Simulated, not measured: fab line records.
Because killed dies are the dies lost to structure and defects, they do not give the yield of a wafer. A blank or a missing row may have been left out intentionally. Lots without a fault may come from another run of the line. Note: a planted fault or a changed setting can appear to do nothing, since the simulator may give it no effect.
fab line records -- flow n5_finfet
record lots=8, wafers=21, last_day=17
route steps=1938 shown BEOL_M3@954 BEOL_M4@1111 PASSIVATION@1936
lots that met no fault: from a run of the same line without faults
start_h: hours from the record's opening day to when the first of the lot's shown wafers began -- wait_h: how many hours have passed since the lot's step before this one -- " same as the row above -- L1.1+2: a row that stands for several wafers -- - value missing, or start not given -- * or withheld: withheld -- < > ~ a bound
route shown NAME@n: NAME is a module with steps in the file, n the number in the route of the first one -- usual: mean/standard deviation taken from wafers without a fault -- same: alike in all rows -- chamber/n: place in a boat -- sites: per-site readings -- _std_site: their standard deviation -- _edge_site: the outer-site mean with the inner-site mean subtracted -- radius_mm: for every site, how far away it sits from the centre of the wafer -- mask NAME#n: copy n -- behind: the tool/chamber that last shaped the wafer -- hold: why the lot was held/for how many hours/how that ended -- device: the transistor (n, p or np) that didn't switch -- end of line: the tests these same wafers got at the end of their route -- a step with no rows: only its recipe -- killed: dies that structure and defects cost at the first sort, which is not the same as the wafer's yield -- map: dies across one wafer; x = killed, . = not, _ = none there
set.NAME: the run value of the setting; set.NAME@STEP: its run value at that earlier step -- model.NAME: the simulator's own value behind a step, which no gauge read
a sample of lots followed through the steps of the route, with each step as a table and each wafer as a row
services: from which hour (start_h, from the record's first day; less than 0 if before it) a tool's chamber was out of use, for how many hours, and why
## steps
# step N5_BEOL_M3_HM_OPEN_17
# recipe chemistry=Cl2/BCl3, target_depth_a=200, overetch_a=60, target=TiN, mask_material=SOC, ion_energy_ev=150, pressure_mtorr=10, icp_w=1000, bias_w=126, Cl2_flow_sccm=53.25, bcl3_flow_sccm=21.75, Ar_flow_sccm=25
# usual drypump_motor_current_A=5.62/0.28, mfc_cl2_sccm=53.24/0.15, oes_product_au=0.61/0.064, throttle_valve_pct=22.19/0.15
lot.wafer,tool,chamber,start_h,wait_h,drypump_motor_current_A,mfc_cl2_sccm,oes_product_au,rf_hours_counter_h,throttle_valve_pct
L457.2,rie_metal-03,0,150.52,0.0,5.75,53.08,0.63,52,22.12
L457.3,rie_metal-03,1,150.52,0.0,5.12,53.04,0.67,-,22.15
L457.6,rie_metal-03,0,150.52,0.0,5.76,53.27,0.65,-,22.12
L460.1,rie_metal-03,0,168.83,0.0,5.75,53.18,0.64,54,22.12
L460.2,rie_metal-03,1,168.83,0.0,5.12,53.54,0.66,36,22.17
L460.5,rie_metal-03,1,168.83,0.0,5.12,53.31,0.67,-,22.17
L463.3,rie_metal-02,0,193.35,0.1,5.58,53.40,0.68,-,22.14
L463.4,rie_metal-02,1,193.35,0.1,5.53,53.41,0.54,-,22.03
L469.1,rie_metal-03,1,225.90,0.0,5.16,53.39,0.65,41,22.18
L469.3,rie_metal-03,1,225.90,0.0,5.14,53.17,0.64,-,22.17
L469.6,rie_metal-03,1,225.90,0.0,5.16,53.28,0.64,-,22.17
L474.2,rie_metal-03,1,259.47,0.0,5.12,53.18,0.53,43,22.39
L474.3,rie_metal-03,1,259.47,0.0,5.12,53.16,0.53,-,22.38
L474.4,rie_metal-03,0,259.47,0.0,5.75,52.98,0.63,-,22.13
L475.3,rie_metal-03,1,262.19,0.1,5.13,53.15,0.53,-,22.38
L475.4,rie_metal-03,0,262.19,0.1,5.73,53.24,0.62,-,22.14
L475.5,rie_metal-03,0,262.19,0.1,5.72,53.27,0.63,-,22.16
L477.4,rie_metal-01,0,277.12,0.1,6.01,53.16,0.58,-,22.22
L477.6,rie_metal-01,1,277.12,0.1,5.65,53.52,0.79,-,22.27
L478.3,rie_metal-02,0,281.49,0.1,5.58,53.14,0.66,-,22.19
L478.6,rie_metal-02,1,281.49,0.1,5.51,53.41,0.53,-,22.02
# step N5_BEOL_M3_OVL_MEAS_29
# recipe points_per_wafer=522
# usual V2_OVL=0.1/0.67
lot.wafer,tool,chamber,start_h,wait_h,V2_OVL[nm]
L457.2,overlay-01,0,151.05,0.0,-0.2
L457.3,overlay-01,0,151.05,0.0,-0.1
L457.6,overlay-01,0,151.05,0.0,0.1
L460.1,overlay-02,0,169.54,0.0,0.7
L460.2,overlay-02,0,169.54,0.0,-0.6
L460.5,overlay-02,0,169.54,0.0,0.0
L463.3,overlay-01,0,193.87,0.0,0.1
L463.4,overlay-01,0,193.87,0.0,-0.3
L469.1,overlay-02,0,226.71,0.0,1.1
L469.3,overlay-02,0,226.71,0.0,0.4
L469.6,overlay-02,0,226.71,0.0,0.9
L474.2,overlay-02,0,260.29,0.0,0.7
L474.3,overlay-02,0,260.29,0.0,0.5
L474.4,overlay-02,0,260.29,0.0,0.0
L475.3,overlay-01,0,262.70,0.0,0.3
L475.4,overlay-01,0,262.70,0.0,-0.4
L475.5,overlay-01,0,262.70,0.0,-0.2
L477.4,overlay-02,0,277.82,0.0,0.4
L477.6,overlay-02,0,277.82,0.0,0.8
L478.3,overlay-01,0,282.01,0.0,1.7
L478.6,overlay-01,0,282.01,0.0,0.1
# step N5_BEOL_M3_ETCHBACK_99
# recipe chemistry=CHF3, target=SiO2, target_depth_a=50, time_s=10.4, source_w=215, bias_w=47, Ar_flow_sccm=200, CHF3_flow_sccm=12, ion_energy_ev=100, pressure_mtorr=30
# usual drypump_motor_current_A=5.8/0.56, oes_product_au=0.80/0.075, rf_vpp_V=241/5.9, showerhead_plenum_p_Torr=2.17/0.056, throttle_valve_pct=17.09/0.28
# same time_s=10.4
lot.wafer,tool,chamber,start_h,wait_h,drypump_motor_current_A,oes_product_au,rf_hours_counter_h,rf_vpp_V,showerhead_plenum_p_Torr,throttle_valve_pct
L457.2,rie_diel-04,3,152.79,1.5,5.4,0.69,235,244,2.21,17.00
L457.3,rie_diel-04,1,152.79,1.5,5.6,0.79,105,229,2.18,17.05
L457.6,rie_diel-04,0,152.79,1.5,6.5,0.71,-,248,2.21,17.24
L460.1,rie_diel-04,0,186.99,17.2,6.5,0.69,232,248,2.21,17.25
L460.2,rie_diel-04,3,186.99,17.2,5.3,0.68,244,247,2.20,17.04
L460.5,rie_diel-04,3,186.99,17.2,5.4,0.69,-,244,2.20,17.02
L463.3,rie_diel-01,0,194.81,0.7,6.7,0.85,60,246,2.26,16.93
L463.4,rie_diel-01,1,194.81,0.7,5.5,0.86,74,240,2.17,16.57
L469.1,rie_diel-04,2,229.04,1.4,6.4,0.73,153,235,2.09,17.56
L469.3,rie_diel-04,0,229.04,1.4,6.5,0.69,248,248,2.20,17.29
L469.6,rie_diel-04,1,229.04,1.4,5.5,0.76,-,231,2.17,17.09
L474.2,rie_diel-04,1,261.31,0.8,5.6,0.29,142,230,2.16,17.08
L474.3,rie_diel-04,2,261.31,0.8,6.5,0.27,164,236,2.09,17.57
L474.4,rie_diel-04,3,261.31,0.8,5.4,0.94,-,244,2.20,16.56
L475.3,rie_diel-05,2,265.88,2.9,5.2,0.27,196,238,2.14,16.96
L475.4,rie_diel-05,1,265.88,2.9,5.8,0.72,177,238,2.06,17.35
L475.5,rie_diel-05,2,265.88,2.9,5.2,0.72,-,236,2.14,16.98
L477.4,rie_diel-05,0,280.33,2.1,5.7,0.75,132,249,2.25,16.83
L477.6,rie_diel-05,0,280.33,2.1,5.7,0.75,-,250,2.25,16.83
L478.3,rie_diel-01,3,288.21,5.3,5.2,0.83,80,240,2.18,17.24
L478.6,rie_diel-01,0,288.21,5.3,6.7,0.82,-,248,2.25,16.99
# step N5_BEOL_M3_ETCH_70
# recipe chemistry=N2/H2, target=SOC, target_depth_a=800, overetch_a=160, mask_material=SiARC, temp_c=40, time_s=120, ion_energy_ev=200, pressure_mtorr=30, source_w=840, bias_w=150, n2_flow_sccm=200, h2_flow_sccm=200
# usual drypump_motor_current_A=5.8/0.56, n2_flow_sccm=200.0/0.64, oes_product_au=0.61/0.054, rf_vpp_V=524.4/2.3, showerhead_plenum_p_Torr=2.56/0.082, throttle_valve_pct=17.87/0.24
# same time_s=120
lot.wafer,tool,chamber,start_h,wait_h,drypump_motor_current_A,n2_flow_sccm,oes_product_au,rf_hours_counter_h,rf_vpp_V,showerhead_plenum_p_Torr,throttle_valve_pct
L457.2,rie_diel-04,3,152.83,0.0,5.4,199.7,0.54,235,526.3,2.61,17.81
L457.3,rie_diel-04,1,152.83,0.0,5.6,199.8,0.60,105,524.2,2.58,17.96
L457.6,rie_diel-04,0,152.83,0.0,6.5,199.9,0.55,-,527.1,2.63,18.08
L460.1,rie_diel-04,0,187.02,0.0,6.5,200.4,0.54,232,526.0,2.63,18.11
L460.2,rie_diel-04,3,187.02,0.0,5.4,200.6,0.54,244,526.1,2.61,17.82
L460.5,rie_diel-04,3,187.02,0.0,5.4,199.9,0.53,-,524.8,2.61,17.84
L463.3,rie_diel-01,0,194.84,0.0,6.7,199.6,0.66,60,528.5,2.71,17.79
L463.4,rie_diel-01,1,194.84,0.0,5.5,199.6,0.64,74,525.6,2.59,17.43
L469.1,rie_diel-04,2,229.08,0.0,6.5,200.3,0.56,153,520.1,2.44,18.16
L469.3,rie_diel-04,0,229.08,0.0,6.5,201.1,0.53,248,525.0,2.62,18.12
L469.6,rie_diel-04,1,229.08,0.0,5.6,199.9,0.58,-,524.2,2.57,18.02
L474.2,rie_diel-04,1,261.35,0.0,5.6,199.4,0.58,142,522.6,2.56,18.04
L474.3,rie_diel-04,2,261.35,0.0,6.5,201.2,0.55,164,521.0,2.43,18.18
L474.4,rie_diel-04,3,261.35,0.0,5.4,200.4,0.72,-,524.9,2.60,17.35
L475.3,rie_diel-05,2,265.92,0.0,5.2,200.5,0.55,196,524.1,2.53,17.80
L475.4,rie_diel-05,1,265.92,0.0,5.8,199.6,0.56,177,520.7,2.43,18.13
L475.5,rie_diel-05,2,265.92,0.0,5.2,200.9,0.55,-,523.6,2.53,17.80
L477.4,rie_diel-05,0,280.37,0.0,5.7,199.8,0.58,132,527.1,2.66,17.62
L477.6,rie_diel-05,0,280.37,0.0,5.7,200.7,0.58,-,527.0,2.66,17.61
L478.3,rie_diel-01,3,288.24,0.0,5.2,199.3,0.61,80,524.2,2.56,18.00
L478.6,rie_diel-01,0,288.24,0.0,6.8,201.5,0.63,-,527.7,2.70,17.85
# step N5_BEOL_M3_VIA_ETCH_34
# recipe chemistry=C4F6/O2, target_depth_a=694, mask_material=SOC, pressure_mtorr=15, ion_energy_ev=250, taper_deg=4, time_s=65.9, source_w=350, bias_w=170, Ar_flow_sccm=300, C4F6_flow_sccm=10, O2_flow_sccm=10
# usual C4F6_flow_sccm=9.996/0.026, drypump_motor_current_A=5.8/0.56, oes_product_au=0.80/0.075, rf_vpp_V=666/16, showerhead_plenum_p_Torr=2.86/0.072, throttle_valve_pct=30.9/0.38
# same time_s=65.9
lot.wafer,tool,chamber,start_h,wait_h,C4F6_flow_sccm,drypump_motor_current_A,oes_product_au,rf_hours_counter_h,rf_vpp_V,showerhead_plenum_p_Torr,throttle_valve_pct
L457.2,rie_diel-04,3,152.93,0.0,10.009,5.4,0.68,235,675,2.91,30.7
L457.3,rie_diel-04,1,152.93,0.0,10.012,5.6,0.78,105,636,2.87,30.9
L457.6,rie_diel-04,0,152.93,0.0,10.011,6.5,0.70,-,687,2.92,30.8
L460.1,rie_diel-04,0,187.12,0.0,9.985,6.5,0.69,232,686,2.92,30.8
L460.2,rie_diel-04,3,187.12,0.0,10.017,5.4,0.68,245,676,2.91,30.7
L460.5,rie_diel-04,3,187.12,0.0,9.995,5.4,0.69,-,676,2.91,30.7
L463.3,rie_diel-01,0,194.94,0.0,9.974,6.8,0.86,60,681,2.98,30.6
L463.4,rie_diel-01,1,194.94,0.0,9.987,5.5,0.86,74,669,2.87,30.2
L469.1,rie_diel-04,2,229.18,0.0,9.989,6.5,0.73,153,652,2.76,31.6
L469.3,rie_diel-04,0,229.18,0.0,9.967,6.5,0.68,248,688,2.91,30.8
L469.6,rie_diel-04,1,229.18,0.0,9.946,5.5,0.75,-,635,2.86,30.9
L474.2,rie_diel-04,1,261.45,0.0,10.012,5.6,0.28,142,636,2.86,30.8
L474.3,rie_diel-04,2,261.45,0.0,9.963,6.4,0.28,164,653,2.76,31.5
L474.4,rie_diel-04,3,261.45,0.0,10.017,5.4,0.95,-,675,2.90,30.2
L475.3,rie_diel-05,2,266.02,0.0,9.961,5.2,0.27,196,658,2.83,30.6
L475.4,rie_diel-05,1,266.02,0.0,10.008,5.8,0.72,177,657,2.72,31.2
L475.5,rie_diel-05,2,266.02,0.0,9.983,5.2,0.73,-,657,2.83,30.7
L477.4,rie_diel-05,0,280.47,0.0,9.997,5.7,0.77,132,691,2.96,30.5
L477.6,rie_diel-05,0,280.47,0.0,10.002,5.7,0.76,-,692,2.96,30.6
L478.3,rie_diel-01,3,288.34,0.0,10.000,5.2,0.82,80,664,2.87,31.0
L478.6,rie_diel-01,0,288.34,0.0,10.005,6.7,0.81,-,680,2.97,30.7
# step N5_BEOL_M3_STRIP_97
# recipe chemistry=N2/H2, time_s=10, power_w=450, temp_c=40, pressure_mtorr=20, rf_frequency_hz=6e+07, bias_power_w=7, n2_flow_sccm=200, h2_flow_sccm=200
# usual drypump_motor_current_A=5.8/0.56, n2_flow_sccm=200.0/0.62, oes_product_au=0.80/0.073, rf_vpp_V=59.3/0.87, showerhead_plenum_p_Torr=2.56/0.082, throttle_valve_pct=23.77/0.26
# same time_s=10
lot.wafer,tool,chamber,start_h,wait_h,drypump_motor_current_A,n2_flow_sccm,oes_product_au,rf_hours_counter_h,rf_vpp_V,showerhead_plenum_p_Torr,throttle_valve_pct
L457.2,rie_diel-04,3,-,-,5.4,199.6,0.69,235,59.7,2.61,23.68
L457.3,rie_diel-04,1,-,-,5.5,199.2,0.79,105,59.7,2.57,24.03
L457.6,rie_diel-04,0,-,-,6.5,199.4,0.71,-,57.9,2.63,23.90
L460.1,rie_diel-04,0,-,-,6.5,200.4,0.70,232,59.0,2.63,23.90
L460.2,rie_diel-04,3,-,-,5.4,199.8,0.68,245,58.6,2.60,23.68
L460.5,rie_diel-04,3,-,-,5.4,199.6,0.68,-,59.3,2.61,23.68
L463.3,rie_diel-01,0,-,-,6.8,200.2,0.87,60,58.9,2.71,23.65
L463.4,rie_diel-01,1,-,-,5.5,199.2,0.86,74,58.3,2.58,23.32
L469.1,rie_diel-04,2,-,-,6.4,199.2,0.73,153,60.0,2.43,24.02
L469.3,rie_diel-04,0,-,-,6.5,200.4,0.69,248,59.9,2.62,23.95
L469.6,rie_diel-04,1,-,-,5.6,200.6,0.76,-,57.2,2.56,24.04
L474.2,rie_diel-04,1,-,-,5.6,200.4,0.75,142,59.7,2.56,24.08
L474.3,rie_diel-04,2,-,-,6.4,198.8,0.72,164,59.7,2.43,24.05
L474.4,rie_diel-04,3,-,-,5.4,200.6,0.93,-,60.0,2.60,23.19
L475.3,rie_diel-05,2,-,-,5.2,199.5,0.73,196,58.6,2.53,23.72
L475.4,rie_diel-05,1,-,-,5.8,199.6,0.73,177,58.5,2.42,24.06
L475.5,rie_diel-05,2,-,-,5.2,200.2,0.73,-,59.0,2.53,23.73
L477.4,rie_diel-05,0,-,-,5.7,199.9,0.77,132,61.1,2.66,23.49
L477.6,rie_diel-05,0,-,-,5.7,200.2,0.76,-,58.9,2.66,23.48
L478.3,rie_diel-01,3,-,-,5.2,199.9,0.81,80,59.5,2.56,23.88
L478.6,rie_diel-01,0,-,-,6.7,201.1,0.82,-,58.5,2.69,23.70
# step N5_BEOL_M3_OCD_MEAS_38
# usual trench_depth_nm=55.8/1.2
lot.wafer,tool,chamber,start_h,wait_h,trench_depth_nm
L457.2,ocd-01,-,153.19,-,54.5
L457.3,ocd-01,-,153.19,-,55.7
L457.6,ocd-01,-,153.19,-,55.4
L460.1,ocd-02,-,187.38,-,55.3
L460.2,ocd-02,-,187.38,-,54.8
L460.5,ocd-02,-,187.38,-,54.5
L463.3,ocd-01,-,195.20,-,54.5
L463.4,ocd-01,-,195.20,-,56.1
L469.1,ocd-02,-,229.43,-,54.7
L469.3,ocd-02,-,229.43,-,54.9
L469.6,ocd-02,-,229.43,-,54.1
L474.2,ocd-01,-,261.71,-,-
L474.3,ocd-01,-,261.71,-,-
L474.4,ocd-01,-,261.71,-,56.8
L475.3,ocd-01,-,266.28,-,-
L475.4,ocd-01,-,266.28,-,53.9
L475.5,ocd-01,-,266.28,-,56.2
L477.4,ocd-01,-,280.74,-,55.8
L477.6,ocd-01,-,280.74,-,55.3
L478.3,ocd-01,-,288.60,-,58.3
L478.6,ocd-01,-,288.60,-,55.3
# step N5_BEOL_M3_CD_MEAS_35
# recipe target_cd_nm=18, target_cd_y_nm=21, polarity=opening
# usual cd_nm=17.9/0.33
lot.wafer,tool,chamber,start_h,wait_h,cd_nm
L457.2,cd_sem-01,-,153.34,0.0,18.4
L457.3,cd_sem-01,-,153.34,0.0,17.9
L457.6,cd_sem-01,-,153.34,0.0,17.8
L460.1,cd_sem-02,-,187.53,0.0,17.5
L460.2,cd_sem-02,-,187.53,0.0,17.2
L460.5,cd_sem-02,-,187.53,0.0,18.1
L463.3,cd_sem-01,-,195.35,0.0,17.6
L463.4,cd_sem-01,-,195.35,0.0,17.9
L469.1,cd_sem-03,-,229.59,0.0,17.4
L469.3,cd_sem-03,-,229.59,0.0,17.7
L469.6,cd_sem-03,-,229.59,0.0,18.3
L474.2,cd_sem-03,-,261.86,0.0,-
L474.3,cd_sem-03,-,261.86,0.0,-
L474.4,cd_sem-03,-,261.86,0.0,18.1
L475.3,cd_sem-02,-,266.72,0.0,-
L475.4,cd_sem-02,-,266.72,0.0,17.6
L475.5,cd_sem-02,-,266.72,0.0,18.4
L477.4,cd_sem-03,-,280.99,0.0,17.6
L477.6,cd_sem-03,-,280.99,0.0,18.0
L478.3,cd_sem-02,-,288.76,0.0,18.0
L478.6,cd_sem-02,-,288.76,0.0,18.5
# step N5_BEOL_M4_RC_MEAS_101
# usual DIBL_N=36.3/1.6, DIBL_P=36.2/2, IOFF_N=0.160/0.028, IOFF_P=0.21/0.036, ION_N=677/11, ION_P=465/6.9, SS_N=71.5/0.55, SS_P=73.3/0.64, VT_N=250/3, VT_P=-250/3.5
lot.wafer,tool,chamber,start_h,wait_h,DIBL_N[mV/V],DIBL_P[mV/V],IOFF_N[nA/um],IOFF_P[nA/um],ION_N[uA/um],ION_P[uA/um],SS_N[mV/dec],SS_P[mV/dec],VT_N[mV],VT_P[mV]
L457.2,prober-02,0,168.04,0.2,35.3,35.1,0.145,0.20,682,464,70.8,72.4,250,-248
L457.3,prober-02,0,168.04,0.2,36.1,35.6,0.159,0.21,679,471,70.7,72.5,248,-247
L457.6,prober-02,0,168.04,0.2,36.5,36.0,0.167,0.22,675,462,70.7,72.9,249,-251
L460.1,prober-01,0,200.16,0.0,33.3,33.7,0.114,0.15,660,456,70.6,72.6,256,-255
L460.2,prober-01,0,200.16,0.0,34.5,34.8,0.136,0.17,679,470,70.5,72.8,255,-252
L460.5,prober-01,0,200.16,0.0,34.5,33.9,0.139,0.16,669,457,71.2,73.1,252,-254
L463.3,prober-01,0,209.69,0.3,37.7,40.4,0.219,0.27,702,478,71.6,74.7,243,-248
L463.4,prober-01,0,209.69,0.3,35.0,36.8,0.160,0.20,675,459,71.2,72.7,250,-252
L469.1,prober-01,0,242.18,0.0,37.0,36.9,0.165,0.19,680,460,72.2,73.3,249,-254
L469.3,prober-01,0,242.18,0.0,36.2,37.5,0.169,0.20,685,469,71.6,73.2,251,-252
L469.6,prober-01,0,242.18,0.0,37.1,37.5,0.171,0.20,691,471,72.1,74.1,249,-256
L475.4,prober-02,0,280.82,0.5,38.5,38.1,0.206,0.27,692,471,72.0,74.1,245,-246
L475.5,prober-02,0,280.82,0.5,37.5,35.7,0.178,0.23,697,476,71.6,73.1,249,-250
L474.4,prober-01,0,280.92,0.5,34.9,35.5,0.133,0.18,673,463,71.2,72.8,252,-251
L477.4,prober-02,0,300.57,0.5,34.3,34.8,0.135,0.20,665,463,71.1,73.0,251,-249
L477.6,prober-02,0,300.57,0.5,34.5,34.4,0.128,0.18,665,462,70.9,73.1,253,-252
L478.3,prober-01,0,306.05,0.3,36.7,35.4,0.172,0.21,682,463,71.5,73.3,247,-250
L478.6,prober-01,0,306.05,0.3,35.5,34.4,0.151,0.20,684,465,71.0,73.7,246,-248
# step N5_PASSIVATION_PROBE_49
# usual defect_limited_yield=91.2/1.5, killed_at_M0_to_M3=36/10, killed_at_M4_up=13/6, killed_at_contacts=11/5.2, killed_at_front_end=40/11, killed_at_other=3.1/2.9, killed_dies=104/17, killed_on_rim=14/3.6, killed_open=66/12, killed_short=34/7.7, sort_bin_5_function=5.1/0.91, sort_bin_6_memory=3.2/0.67, sort_n_pass=1076/17, sort_yield_pct=91.2/1.5
# same gross_dies=1180, killed_at_back_side=0, sort_bin_4_leakage[%]=0, sort_bin_8_speed[%]=0
lot.wafer,tool,chamber,start_h,wait_h,defect_limited_yield[%],killed_at_M0_to_M3,killed_at_M4_up,killed_at_contacts,killed_at_front_end,killed_at_other,killed_dies,killed_on_rim,killed_open,killed_short,sort_bin_5_function[%],sort_bin_6_memory[%],sort_n_pass,sort_yield_pct[%]
L474.2,prober-01,-,388.72,0.1,0,1116,6,7,47,4,1180,152,59,40,96.0,3.6,0,0
L474.3,prober-01,-,388.77,0.1,0,1111,12,17,40,0,1180,152,73,36,95.5,3.8,0,0
L474.4,prober-01,-,388.82,0.2,93.2,28,8,10,33,1,80,11,51,26,3.9,2.7,1100,93.2
L475.3,prober-02,-,389.76,0.1,0,1104,19,17,37,3,1180,152,79,30,95.8,3.9,0,0
L475.4,prober-02,-,389.81,0.2,90.0,34,22,9,53,0,118,16,79,36,6.8,3.1,1062,90.0
L475.5,prober-02,-,389.86,0.2,90.4,28,19,12,52,2,113,16,67,40,5.2,3.6,1067,90.4
# killed by level:class
L474.2 BEOL_M3:area_open=1080 FIN_SAQP:geometric_particle:open=12 FIN_SAQP:geometric_particle:short=11 BEOL_M0_SAQP:geometric_particle:short=10 BEOL_M0_SAQP:geometric_particle:open=9 BEOL_M3:geometric_particle:open=8 STARTING-WAFER:geometric_particle:short=8 DUMMY_GATE:geometric_particle:open=7
L474.3 BEOL_M3:area_open=1069 FIN_SAQP:geometric_particle:open=14 MOL_CONTACT_COAG:geometric_particle:open=13 BEOL_M0_SAQP:geometric_particle:short=11 FIN_SAQP:geometric_particle:short=10 BEOL_M0_SAQP:geometric_particle:open=9 BEOL_M2:geometric_particle:open=9 BEOL_M4:geometric_particle:open=6
L474.4 FIN_SAQP:geometric_particle:open=12 FIN_SAQP:geometric_particle:short=12 MOL_CONTACT_COAG:geometric_particle:open=7 BEOL_M3:geometric_particle:open=7 BEOL_M2:geometric_particle:open=5 BEOL_M0_SAQP:geometric_particle:open=4 BEOL_M0_SAQP:geometric_particle:short=3 BEOL_M1:geometric_particle:open=3
L475.3 BEOL_M3:area_open=1069 MOL_CONTACT_COAG:geometric_particle:open=12 FIN_SAQP:geometric_particle:open=10 BEOL_M4:geometric_particle:open=10 BEOL_M3:geometric_particle:open=8 BEOL_M0_SAQP:geometric_particle:open=6 ILD0:geometric_particle:open=5 MOL_CONTACT_COAG:geometric_particle:short=5
L475.4 FIN_SAQP:geometric_particle:open=13 BEOL_M2:geometric_particle:open=9 FIN_SAQP:geometric_particle:short=6 DUMMY_GATE:geometric_particle:open=6 ILD0:geometric_particle:open=6 MOL_CONTACT_COAG:geometric_particle:open=6 BEOL_M0_SAQP:geometric_particle:short=6 BEOL_M3:geometric_particle:open=6
L475.5 ILD0:geometric_particle:short=11 MOL_CONTACT_COAG:geometric_particle:open=11 FIN_SAQP:geometric_particle:open=9 FIN_SAQP:geometric_particle:short=9 BEOL_M4:geometric_particle:open=8 BEOL_M3:geometric_particle:open=8 BEOL_M1:geometric_particle:open=5 BEOL_M2:geometric_particle:open=5
## services
tool,chamber,start_h,hours,kind
rie_metal-03,1,155.58,8.0,repair
rie_metal-01,1,186.18,2.5,repair
rie_diel-04,3,202.30,-,clean
rie_diel-04,3,202.30,-,consumable_replace:focus_ring
rie_diel-04,3,202.30,28.8,scheduled_down
rie_diel-04,3,202.30,28.8,vent_cycle
rie_diel-01,-,206.39,0.5,repair
rie_metal-01,1,228.29,-,clean
rie_metal-01,1,228.29,16.9,scheduled_down
rie_metal-01,1,228.29,16.9,vent_cycle
rie_diel-04,0,239.05,-,clean
rie_diel-04,0,239.05,-,consumable_replace:focus_ring
rie_diel-04,0,239.05,24.7,scheduled_down
rie_diel-04,0,239.05,24.7,vent_cycle
rie_metal-03,-,239.70,0.5,repair
rie_metal-01,-,255.61,1.0,repair
rie_diel-01,1,286.80,6.7,repair
## key
first_sign step=N5_BEOL_M3_ETCHBACK_99, reading=oes_product_au, direction=down, sigmas=6.9, usual=0.80, struck=0.28
effect step=N5_BEOL_M3_VIA_ETCH_34, reading=oes_product_au, direction=down, sigmas=7, usual=0.80, struck=0.27
effect step=N5_BEOL_M3_OCD_MEAS_38, reading=trench_depth_nm, direction=missing
effect step=N5_BEOL_M3_CD_MEAS_35, reading=cd_nm, direction=missing
effect step=N5_PASSIVATION_PROBE_49, reading=killed_at_M0_to_M3, direction=up, sigmas=99+, usual=36, struck=1110
more_kills_born_at N5_BEOL_M3_HM_OPEN_17@rie_metal-03=3218
met_at N5_BEOL_M3_HM_OPEN_17
struck_lots L474,L475
struck_wafers L474.2,L474.3,L475.3
later_rows_left_out L474.2,L474.3,L475.3
not_acting_at N5_BEOL_M3_OVL_MEAS_29,N5_BEOL_M3_ETCH_70,N5_BEOL_M3_STRIP_97
onset_between 225.90 259.47
fault kind=process_parameter_drift, tool=rie_metal-03, chamber=1, onset_h=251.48, steps=N5_BEOL_M3_HM_OPEN_17, channel=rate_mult, offset=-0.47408, shape=step, end_h=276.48
# later_rows_left_out: the simulator's readings of these wafers behind a module that went badly wrong aren't trusted and aren't shown, but for the sort
